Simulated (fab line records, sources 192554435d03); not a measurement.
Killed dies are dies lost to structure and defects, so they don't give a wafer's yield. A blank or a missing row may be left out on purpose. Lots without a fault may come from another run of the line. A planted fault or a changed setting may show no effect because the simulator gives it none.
A struck lot beside a sound one | flow n5_finfet | 38 steps out of a route of 1938
Sound: wafers L628.1, L628.3, L628.6. Struck: wafers L619.1, L619.3, L619.6. The cause comes at the end.
At each step with rows: each side's tool, then ch and its chambers, then its first start. Under that, the readings that differ: sound wafers | struck wafers | difference of the means | sigmas: that difference in standard deviations of wafers without a fault.
alike: readings whose means differ by less than 2 such deviations, and words and numbers that are the same on both sides. not compared: withheld readings, readings that some wafer has no value for, bounds like >300 that may hide the same value, and numbers for which the record gives no deviation and whose values overlap.
The two part at a step that has a row with sigmas, a row that says differs or no value, or rows on one side only. Numbers that don't overlap but have no deviation are shown without sigmas and don't part them. A reading that every wafer of one side lacks parts them only if that side has two wafers or more.

first, 9 steps without rows for these wafers: N5_BEOL_M0_CUTY_EBR_52; N5_BEOL_M0_CUTY_SOFTBAKE_53 (time 60 s); N5_BEOL_M0_CUTY_EXPOSE_54 (exposes mask M0 ABLK); N5_BEOL_M0_CUTY_PEB_55 (peb time 60 s); N5_BEOL_M0_CUTY_DEVELOP_56 (develop time 30 s); N5_BEOL_M0_CUTY_DESCUM_61 (chemistry O2, time 7.9 s); N5_BEOL_M0_CUTY_ETCH_62 (etches SiARC in CF4, time 58.5 s); N5_BEOL_M0_CUTY_ETCH_63 (etches SOC in N2/H2, target depth 82.7 nm, overetch 16.5 nm, time 124 s); N5_BEOL_M0_CUTY_STRIP_64 (strips in N2/H2).
N5_BEOL_M0_ETCH_138: etches SiCN in CH3F/O2, target depth 12 nm, time 31.6 s.
  sound on rie_diel-06 ch 1,2,3, day 11 19:59; struck on rie_diel-06 ch 1,2,3, day 9 08:01
  alike: drypump_motor_current_A, etch_rf_on_time_s, oes_product_au, rf_vpp_V, showerhead_plenum_p_Torr, throttle_valve_pct
  not compared: rf_hours_counter_h
then, 27 steps without rows for these wafers: N5_BEOL_M0_HM_OPEN_105 (chemistry Cl2/BCl3, target TiN, target depth 12 nm); N5_BEOL_M0_STRIP_140 (strips in CF4); N5_BEOL_M0_STRIP_104 (strips in N2/H2); N5_BEOL_M0_WET_ETCH_106 (etches SiO2 in DHF, target depth 130 nm, rinse time 30 s); N5_BEOL_M0_ETCH_128 (etches SiCN in CF4/N2, target depth 12 nm, overetch 5.1 nm, time 21.4 s); N5_BEOL_M0_TRENCH_ETCH_107 (etches SiOC in C4F6/O2, target depth 32.8 nm, time 16.4 s); N5_BEOL_M0_STRIP_142 (strips in N2/H2, time 10 s); N5_BEOL_M0_HM_STRIP_129 (strips TiN in peroxide tin strip, target depth 17 nm, time 108 s); N5_BEOL_M0_SRD_130 (time 30 s); N5_BEOL_M0_ETCH_109 (etches SiCN in CH3F/O2, target depth 8 nm, overetch 2.4 nm, time 27.4 s); N5_BEOL_M0_STRIP_139 (strips in post etch residue remover, time 60 s); N5_BEOL_M0_SRD_111 (time 30 s); N5_BEOL_M0_DEGAS_112 (time 60 s); N5_BEOL_M0_PRE_CLEAN_113 (time 30 s); N5_BEOL_M0_ALD_136 (deposits TaN, pulse time 2 s, purge time 3 s, co reactant purge time 2 s); N5_BEOL_M0_SURFACE_TREAT_137; N5_BEOL_M0_CVD_115 (deposits Co from CCTBA/H2, time 120 s); N5_BEOL_M0_SPUTTER_116 (material Cu, target thk 4 nm, time 7.37 s); N5_BEOL_M0_ANNEAL_117 (time 60 s); N5_BEOL_M0_SPUTTER_132 (material Cu, target thk 4 nm, time 7.37 s); N5_BEOL_M0_ANNEAL_133 (time 60 s); N5_BEOL_M0_SPUTTER_134 (material Cu, target thk 4 nm, time 7.37 s); N5_BEOL_M0_ANNEAL_135 (time 60 s); N5_BEOL_M0_SPUTTER_141 (material Cu, target thk 4 nm, time 7.37 s); N5_BEOL_M0_ECD_118 (material Cu, target thk 300 nm); N5_BEOL_M0_ANNEAL_119 (time 90 s); N5_BEOL_M0_CMP_120 (polishes, stops on SiOC, t overpolish 6.9 s).
-- the record jumps here: 7 days lie between the struck wafers' starts before and after (it left off in module BEOL_M0 and takes up again in module PASSIVATION, whose first step shown is number 1936 of the route) --
N5_PASSIVATION_PROBE_49:
  sound on prober-01, day 18 07:49; struck on prober-02, day 16 00:44
  reading                  | sound          | struck         | difference | sigmas
  defect_limited_yield (%) | 89.5 87.4 90.3 | 82.1 83.6 79.8 | -7.2       | -5
  killed_at_M0_to_M3       | 52 49 37       | 138 135 168    | +101       | +11
  killed_dies              | 124 149 115    | 211 193 238    | +85        | +5
  killed_on_rim            | 20 19 21       | 27 33 34       | +11        | +3
  killed_open              | 81 93 82       | 66 44 64       | -27        | -2
  sort_bin_5_function (%)  | 6.4 8.1 6.4    | 11.2 9.2 12.1  | +3.9       | +4
  sort_n_pass              | 1056 1031 1065 | 969 987 942    | -85        | -5
  sort_yield_pct (%)       | 89.5 87.4 90.3 | 82.1 83.6 79.8 | -7.2       | -5
  alike: killed_at_M4_up, killed_at_contacts, killed_at_front_end, killed_at_other, killed_short, sort_bin_6_memory

WHERE THEY PART
Only at N5_PASSIVATION_PROBE_49, within this record.

WHY: what the simulator had put in
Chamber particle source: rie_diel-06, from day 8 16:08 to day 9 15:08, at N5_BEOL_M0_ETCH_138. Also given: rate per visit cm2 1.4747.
